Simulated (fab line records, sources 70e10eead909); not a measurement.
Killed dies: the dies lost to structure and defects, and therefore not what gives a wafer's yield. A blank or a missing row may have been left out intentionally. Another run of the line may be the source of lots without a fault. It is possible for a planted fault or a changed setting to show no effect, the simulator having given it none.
Which tool was responsible? + flow nand_harc + Sampling: 11 lots, 33 wafers, 4 of 1159 route steps

== WHAT THE GAUGES READ, wafer by wafer ==
The record lacks any reading of a measuring or inspecting step that a usual standard deviation could be used to judge.

== WHAT TOOL EACH LOT RAN ON (gives the tool, then ch and the chambers of the sampled wafers, and finally the start) ==
| lot  | NHARC_P_ZERO_WELL_DESCUM_13       | NHARC_P_ZERO_WELL_PEB_22         | NHARC_P_ZERO_WELL_DESCUM_26       | NHARC_P_GATE_ETCH_104             |
|------|-----------------------------------|----------------------------------|-----------------------------------|-----------------------------------|
| L167 | rie_diel-07 ch 1,2,3, day 1 13:25 | litho_track-03 ch 0, day 1 14:29 | rie_diel-07 ch 0,3, day 1 14:45   | rie_diel-05 ch 0,1,3, day 4 14:35 |
| L168 | rie_diel-04 ch 0,1,2, day 1 19:30 | litho_track-03 ch 0, day 1 20:36 | rie_diel-10 ch 0,2,3, day 1 20:51 | rie_diel-06 ch 0,1,3, day 4 21:26 |
| L174 | rie_diel-04 ch 0,2,3, day 3 07:25 | litho_track-03 ch 0, day 3 08:22 | rie_diel-04 ch 0,1,2, day 3 08:39 | rie_diel-06 ch 2,3, day 6 13:11   |
| L175 | rie_diel-04 ch 1,2, day 3 13:19   | litho_track-03 ch 0, day 3 14:25 | rie_diel-10 ch 0,1,2, day 3 14:41 | rie_diel-13 ch 1,2, day 6 12:48   |
| L176 | rie_diel-04 ch 0,1,3, day 3 19:40 | litho_track-03 ch 0, day 3 20:44 | rie_diel-07 ch 2,3, day 3 20:59   | rie_diel-05 ch 0,1,2, day 7 04:33 |
| L177 | rie_diel-07 ch 0,1,3, day 4 01:17 | litho_track-03 ch 0, day 4 02:22 | rie_diel-04 ch 0,1,2, day 4 02:38 | rie_diel-13 ch 0,2, day 7 09:27   |
| L185 | rie_diel-10 ch 1,2, day 6 01:31   | litho_track-05 ch 0, day 6 02:37 | rie_diel-10 ch 0,1,2, day 6 02:53 | rie_diel-13 ch 0,1, day 9 12:31   |
| L186 | rie_diel-07 ch 1,2,3, day 6 07:24 | litho_track-07 ch 0, day 6 08:29 | rie_diel-10 ch 0,1,3, day 6 08:44 | rie_diel-06 ch 0,1,2, day 9 12:17 |
| L188 | rie_diel-04 ch 0,1, day 6 19:24   | litho_track-07 ch 0, day 6 20:29 | rie_diel-04 ch 0,1,2, day 6 20:46 | rie_diel-13 ch 0,2, day 9 18:16   |
| L189 | rie_diel-10 ch 0,1, day 7 01:17   | litho_track-05 ch 0, day 7 02:41 | rie_diel-07 ch 0,2,3, day 7 02:58 | rie_diel-05 ch 0,3, day 10 05:05  |
| L190 | rie_diel-10 ch 2,3, day 7 07:17   | litho_track-05 ch 0, day 7 08:23 | rie_diel-04 ch 0,1, day 7 08:38   | rie_diel-13 ch 0,2, day 10 05:07  |
- NHARC_P_ZERO_WELL_DESCUM_13: chemistry O2, time 3 s.
- NHARC_P_ZERO_WELL_PEB_22: peb time 85 s.
- NHARC_P_ZERO_WELL_DESCUM_26: chemistry O2, time 3 s.
- NHARC_P_GATE_ETCH_104: etches the open film in CF4/CHF3, target depth 60 nm.

== AS READ BY THE TOOLS THEMSELVES (means over the sampled wafers that have a number; for cases with no such wafer, the mark the record gives instead) ==
NHARC_P_ZERO_WELL_DESCUM_13.
| lot  | tool        | chamber_pressure_mTorr (mTorr) | drypump_motor_current_A (A) | oes_product_au (a.u.) | rf_vpp_V (V) | showerhead_plenum_p_Torr (Torr) | throttle_valve_pct (%) |
|------|-------------|--------------------------------|-----------------------------|-----------------------|--------------|---------------------------------|------------------------|
| L167 | rie_diel-07 | 60.00                          | 5.3                         | 0.997                 | 58.0         | 1.92                            | 11.320                 |
| L168 | rie_diel-04 | 59.98                          | 5.8                         | 0.997                 | 57.3         | 1.99                            | 11.312                 |
| L174 | rie_diel-04 | 59.94                          | 6.2                         | 1.004                 | 58.2         | 1.93                            | 11.306                 |
| L175 | rie_diel-04 | 59.98                          | 5.7                         | 1.005                 | 58.0         | 1.97                            | 11.311                 |
| L176 | rie_diel-04 | 59.99                          | 5.8                         | 0.995                 | 58.6         | 1.97                            | 11.310                 |
| L177 | rie_diel-07 | 59.97                          | 5.4                         | 0.998                 | 57.7         | 1.91                            | 11.309                 |
| L185 | rie_diel-10 | 60.05                          | 5.7                         | 1.008                 | 58.2         | 1.97                            | 11.299                 |
| L186 | rie_diel-07 | 59.98                          | 5.3                         | 1.000                 | 57.9         | 1.92                            | 11.322                 |
| L188 | rie_diel-04 | 59.93                          | 5.5                         | 0.998                 | 58.6         | 2.03                            | 11.310                 |
| L189 | rie_diel-10 | 59.99                          | 5.7                         | 0.995                 | 58.9         | 1.96                            | 11.302                 |
| L190 | rie_diel-10 | 59.97                          | 5.6                         | 1.004                 | 57.5         | 1.93                            | 11.307                 |

NHARC_P_ZERO_WELL_PEB_22.
| lot  | tool           | heater_power_total_W (W) | plate_temp_C (C) |
|------|----------------|--------------------------|------------------|
| L167 | litho_track-03 | 164.07                   | 117.96           |
| L168 | litho_track-03 | 164.08                   | 117.75           |
| L174 | litho_track-03 | 163.87                   | 117.83           |
| L175 | litho_track-03 | 168.80                   | 120.53           |
| L176 | litho_track-03 | 169.15                   | 120.42           |
| L177 | litho_track-03 | 168.45                   | 120.54           |
| L185 | litho_track-05 | 163.82                   | 118.05           |
| L186 | litho_track-07 | 163.83                   | 118.01           |
| L188 | litho_track-07 | 164.13                   | 117.84           |
| L189 | litho_track-05 | 164.10                   | 117.96           |
| L190 | litho_track-05 | 164.09                   | 117.94           |

NHARC_P_ZERO_WELL_DESCUM_26.
| lot  | tool        | chamber_pressure_mTorr (mTorr) | drypump_motor_current_A (A) | oes_product_au (a.u.) | rf_vpp_V (V) | showerhead_plenum_p_Torr (Torr) | throttle_valve_pct (%) |
|------|-------------|--------------------------------|-----------------------------|-----------------------|--------------|---------------------------------|------------------------|
| L167 | rie_diel-07 | 59.97                          | 5.4                         | 0.989                 | 58.9         | 1.97                            | 11.301                 |
| L168 | rie_diel-10 | 59.99                          | 5.6                         | 1.010                 | 58.2         | 2.00                            | 11.313                 |
| L174 | rie_diel-04 | 60.02                          | 5.8                         | 1.007                 | 57.3         | 1.99                            | 11.314                 |
| L175 | rie_diel-10 | 60.01                          | 5.7                         | 1.008                 | 58.2         | 1.97                            | 11.301                 |
| L176 | rie_diel-07 | 60.00                          | 5.4                         | 0.998                 | 58.0         | 1.93                            | 11.323                 |
| L177 | rie_diel-04 | 60.00                          | 5.8                         | 1.000                 | 58.4         | 1.99                            | 11.316                 |
| L185 | rie_diel-10 | 59.94                          | 5.7                         | 0.999                 | 58.6         | 1.97                            | 11.321                 |
| L186 | rie_diel-10 | 60.00                          | 5.7                         | 1.000                 | 57.5         | 1.90                            | 11.316                 |
| L188 | rie_diel-04 | 59.97                          | 5.8                         | 0.997                 | 58.2         | 1.99                            | 11.317                 |
| L189 | rie_diel-07 | 60.04                          | 5.6                         | 1.001                 | 57.7         | 1.92                            | 11.309                 |
| L190 | rie_diel-04 | 59.99                          | 5.6                         | 1.001                 | 57.8         | 2.04                            | 11.310                 |

NHARC_P_GATE_ETCH_104.
| lot  | tool        | chamber_pressure_mTorr (mTorr) | drypump_motor_current_A (A) | oes_product_au (a.u.) | rf_vpp_V (V) | showerhead_plenum_p_Torr (Torr) | throttle_valve_pct (%) |
|------|-------------|--------------------------------|-----------------------------|-----------------------|--------------|---------------------------------|------------------------|
| L167 | rie_diel-05 | 25.009                         | 6.1                         | 0.968                 | 372.8        | 1.66                            | 16.803                 |
| L168 | rie_diel-06 | 25.014                         | 5.8                         | 0.925                 | 370.2        | 1.57                            | 16.795                 |
| L174 | rie_diel-06 | 25.016                         | 6.1                         | 0.953                 | 374.0        | 1.66                            | 16.807                 |
| L175 | rie_diel-13 | 25.027                         | 6.1                         | 0.936                 | 371.2        | 1.57                            | 16.803                 |
| L176 | rie_diel-05 | 24.989                         | 5.9                         | 0.975                 | 373.0        | 1.65                            | 16.803                 |
| L177 | rie_diel-13 | 25.005                         | 5.9                         | 0.928                 | 368.3        | 1.51                            | 16.800                 |
| L185 | rie_diel-13 | 25.003                         | 6.1                         | 0.936                 | 369.4        | 1.52                            | 16.799                 |
| L186 | rie_diel-06 | 24.995                         | 5.2                         | 0.940                 | 369.9        | 1.56                            | 16.796                 |
| L188 | rie_diel-13 | 25.000                         | 5.9                         | 0.964                 | 368.0        | 1.51                            | 16.805                 |
| L189 | rie_diel-05 | 24.992                         | 6.1                         | 0.970                 | 372.9        | 1.65                            | 16.800                 |
| L190 | rie_diel-13 | 24.998                         | 5.8                         | 0.924                 | 370.2        | 1.55                            | 16.793                 |

== THE ANSWER, worked out from the rows above alone ==
Rule: the lots themselves supply what counts as usual. The widest of any qualifying gaps counts: lots, ordered by their means at a reading, are off when they make up no more than a third of the lots, leave a main group of 4 or more, and stand apart from it by 3 or more times the standard deviation of that group's means. A main group is skipped when, at the precision printed for the reading in the tables above, its means are all equal. Also off: a lot with no number at a reading for which 4 or more lots have one. Where the step has rows for the other lots, those lots are counted as sound. The gauges are gone through in route order, then the tools' own readings, and for those a lot's mean is taken as printed above. The first step at which some lot is off is used, and at that step the reading that is off furthest; a lot without a number counts as furthest.
Off at NHARC_P_ZERO_WELL_PEB_22 (heater_power_total_W): L175, L176, L177. The main group has a mean of 164.00 W with a standard deviation of 0.12.
A tool fits if, at that step or a process step before it, it ran every lot that is off, and no sound lot after the first of them. One candidate fits, namely litho_track-03 at NHARC_P_ZERO_WELL_PEB_22. A fault onset in the window from L174 (day 3 08:22, its last sound lot) to L175 (day 3 14:25, its first lot off) fits.
The tool's own readings at NHARC_P_ZERO_WELL_PEB_22 bear it out: on the lots that are off they differ by more than 5 times the standard deviation of the sound lots' means. heater_power_total_W reads 168.80 W there against 164.00 W on the sound lots; plate_temp_C reads 120.50 C there against 117.92 C on the sound lots.

== WHAT THE SIMULATOR PUT IN ==
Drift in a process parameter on litho_track-03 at NHARC_P_ZERO_WELL_PEB_22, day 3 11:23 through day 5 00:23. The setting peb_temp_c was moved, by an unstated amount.
Lots struck among those shown: L175, L176, L177. The rule above reached the same finding.
